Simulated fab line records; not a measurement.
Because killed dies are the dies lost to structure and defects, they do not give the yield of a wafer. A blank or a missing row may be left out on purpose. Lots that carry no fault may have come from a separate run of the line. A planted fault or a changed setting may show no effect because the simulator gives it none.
Which tool did it? | flow nandHarc | 39 wafers from 13 lots sampled at 5 of the route's 1159 steps

WHAT THE GAUGES SHOWED, per wafer
NHARC_A_BONDPAD_THK_MEAS_20: measures by xrf. Usual: thkNm reads 169.9 nm (standard deviation 1.5).
lot  | measured     | on           | thkNm (nm)        | flag
L224 | day 18 11:47 | filmMetro-01 | 170.5 170.2 169.5 | 
L226 | day 18 09:34 | filmMetro-01 | 167.8 169.9 168.2 | 
L228 | day 18 16:52 | filmMetro-01 | 168.1 168.4 170.5 | 
L227 | day 18 16:33 | filmMetro-01 | 172.0 169.6 170.2 | 
L229 | day 19 09:20 | filmMetro-02 | 170.9 170.6 169.6 | 
L231 | day 19 09:57 | filmMetro-01 | 172.3 170.0 171.4 | 
L230 | day 19 06:22 | filmMetro-02 | 170.1 171.4 168.9 | 
L233 | day 20 06:06 | filmMetro-01 | 170.7 168.9 171.3 | 
L232 | day 20 05:52 | filmMetro-01 | 169.3 171.5 167.6 | 
L234 | day 20 08:01 | filmMetro-01 | 171.7 168.1 168.4 | 
L243 | day 22 19:48 | filmMetro-01 | 169.2 168.9 171.3 | 

NHARC_END_SORT_01. Usual: defectLimitedYield 95.4 %, standard deviation 1.7; killedAtArray 27, standard deviation 11; killedAtOther 0.6, standard deviation 0.89; killedAtPeriphery 3.0, standard deviation 2.4; killedDies 31, standard deviation 12; killedOpen 3.2, standard deviation 1.6; killedShort 2.0, standard deviation 1.5; sort_bin_2_pct 1.5 %, standard deviation 0.69; sort_bin_3_pct 0.23 %, standard deviation 0.22; sort_bin_4_pct 2.9 %, standard deviation 1.1; sortNPass 646, standard deviation 12; sortRimYieldPct 94 %, standard deviation 3.3; sortYieldPct 95.4 %, standard deviation 1.7.
lot  | measured     | on        | defectLimitedYield (%) | killedAtArray | killedAtOther | killedAtPeriphery | killedDies  | killedOpen | killedShort | sort_bin_2_pct (%) | sort_bin_3_pct (%) | sort_bin_4_pct (%) | sortNPass | sortRimYieldPct (%) | sortYieldPct (%) | flag
L242 | day 23 07:17 | prober-01 | 0 0 0                  | 25 27 41      | 0 1 1         | 652 649 635       | 677 677 677 | 4 1 2      | 1 2 5       | 97.2 96.9 94.4     | 0.30 0.15 0.30     | 2.5 3.0 5.3        | 0 0 0     | 0 0 0               | 0 0 0            | OFF
L241 | day 23 19:41 | prober-02 | 0 0 0                  | 11 12 13      | 1 1 1         | 665 664 663       | 677 677 677 | 3 4 3      | 1 5 1       | 98.1 98.2 98.4     | 0.15 0.15 0        | 1.8 1.6 1.6        | 0 0 0     | 0 0 0               | 0 0 0            | OFF

EACH LOT AND THE TOOL THAT RAN IT (in order: tool; ch and the chambers of the sampled wafers; start)
lot  | NHARC_P_M1_PVD_21           | NHARC_A_BONDPAD_DEGAS_25    | NHARC_THIN_TSV_PRE_CLEAN_54
L224 | pvdSputter-03, day 5 18:41  | pvdSputter-02, day 18 10:23 | pvdSputter-02, day 19 07:02
L226 | pvdSputter-03, day 6 04:27  | pvdSputter-02, day 18 08:09 | pvdSputter-01, day 19 04:23
L228 | pvdSputter-02, day 6 22:20  | pvdSputter-02, day 18 15:26 | pvdSputter-02, day 19 12:06
L227 | pvdSputter-03, day 6 22:20  | pvdSputter-01, day 18 15:04 | pvdSputter-01, day 19 10:24
L229 | pvdSputter-02, day 7 07:58  | pvdSputter-01, day 19 07:49 | pvdSputter-01, day 20 01:07
L231 | pvdSputter-03, day 7 13:04  | pvdSputter-02, day 19 08:26 | pvdSputter-01, day 20 07:17
L230 | pvdSputter-02, day 7 13:50  | pvdSputter-01, day 19 04:58 | pvdSputter-03, day 20 00:04
L233 | pvdSputter-03, day 8 05:59  | pvdSputter-02, day 20 04:41 | pvdSputter-02, day 21 08:07
L232 | pvdSputter-02, day 8 06:04  | pvdSputter-01, day 20 04:23 | pvdSputter-01, day 20 23:14
L234 | pvdSputter-03, day 8 11:43  | pvdSputter-02, day 20 06:36 | pvdSputter-02, day 21 09:21
L242 | pvdSputter-03, day 10 08:08 | -                           | -
L241 | pvdSputter-03, day 10 08:29 | -                           | -
L243 | pvdSputter-01, day 10 15:31 | pvdSputter-03, day 22 18:24 | pvdSputter-02, day 23 14:19
- NHARC_P_M1_PVD_21: deposits Cu, target thk 30 nm, time 20.49 s.
- NHARC_A_BONDPAD_DEGAS_25: time 60 s.
- NHARC_THIN_TSV_PRE_CLEAN_54: time 30 s.

AS READ BY THE TOOLS THEMSELVES (means over the sampled wafers that have a number; for cases with no such wafer, the mark the record gives instead)
NHARC_P_M1_PVD_21. Usual: cathodeDcPowerW 5000.0 W, standard deviation 0.88; throttleValvePct 29.5 %, standard deviation 0.9.
lot  | tool          | cathodeDcPowerW (W) | throttleValvePct (%) | flag
L224 | pvdSputter-03 | 4999.7              | 29.3                 | 
L226 | pvdSputter-03 | 4999.4              | 29.3                 | 
L228 | pvdSputter-02 | 5000.5              | 29.6                 | 
L227 | pvdSputter-03 | 5000.0              | 30.3                 | 
L229 | pvdSputter-02 | 5000.0              | 29.7                 | 
L231 | pvdSputter-03 | 4999.1              | 29.3                 | 
L230 | pvdSputter-02 | 5000.2              | 29.1                 | 
L233 | pvdSputter-03 | 4999.9              | 29.3                 | 
L232 | pvdSputter-02 | 4999.9              | 29.5                 | 
L234 | pvdSputter-03 | 5000.4              | 30.1                 | 
L242 | pvdSputter-03 | 5000.2              | 29.3                 | 
L241 | pvdSputter-03 | 5000.3              | 29.2                 | 
L243 | pvdSputter-01 | 4999.9              | 29.4                 | 

NHARC_A_BONDPAD_DEGAS_25. Usual: heaterPowerW reads 434 W (standard deviation 36).
lot  | tool          | heaterPowerW (W) | flag
L224 | pvdSputter-02 | 438              | 
L226 | pvdSputter-02 | 423              | 
L228 | pvdSputter-02 | 443              | 
L227 | pvdSputter-01 | 479              | 
L229 | pvdSputter-01 | 466              | 
L231 | pvdSputter-02 | 428              | 
L230 | pvdSputter-01 | 448              | 
L233 | pvdSputter-02 | 409              | 
L232 | pvdSputter-01 | 480              | 
L234 | pvdSputter-02 | 417              | 
L243 | pvdSputter-03 | 420              | 

NHARC_THIN_TSV_PRE_CLEAN_54. Usual: heaterPowerW reads 384 W (standard deviation 34).
lot  | tool          | heaterPowerW (W) | flag
L224 | pvdSputter-02 | 357              | 
L226 | pvdSputter-01 | 406              | 
L228 | pvdSputter-02 | 358              | 
L227 | pvdSputter-01 | 403              | 
L229 | pvdSputter-01 | 419              | 
L231 | pvdSputter-01 | 418              | 
L230 | pvdSputter-03 | 368              | 
L233 | pvdSputter-02 | 357              | 
L232 | pvdSputter-01 | 409              | 
L234 | pvdSputter-02 | 379              | 
L243 | pvdSputter-02 | 341              | 

THE ANSWER, worked out from the rows above alone
Rule: lot off if the mean of its wafers having a number is beyond 3 standard deviations from the usual mean. Also off: a lot with no number at a reading for which 4 or more lots have one. Where the step has rows for the other lots, those lots are counted as sound. Order of review: gauges by route order, followed by the tools' own readings, for which a lot's mean as printed above is used. The first step at which some lot is off is used, and at that step the reading that is off furthest; a lot without a number counts as furthest.
Off, at NHARC_END_SORT_01 on killedAtPeriphery: L242, L241. Neither off nor sound, because the step has no rows for them: L224, L226, L228, L227, L229, L231, L230, L233, L232, L234, L243.
If a tool, at a process step before that reading, ran all the lots that are off and no sound lot after the first of them, it fits. Those tools and the gauges at NHARC_END_SORT_01 are tried in the same way. One candidate fits, namely pvdSputter-03 at NHARC_P_M1_PVD_21. It ran no sound lot before its first lot that is off in this sample, so the start can't be narrowed down.

WHAT HAD BEEN PUT IN BY THE SIMULATOR
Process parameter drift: pvdSputter-03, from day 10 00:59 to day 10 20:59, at NHARC_P_M1_PVD_21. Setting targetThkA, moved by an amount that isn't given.
Shown lots that were struck: L242, L241. The rule above found the same.
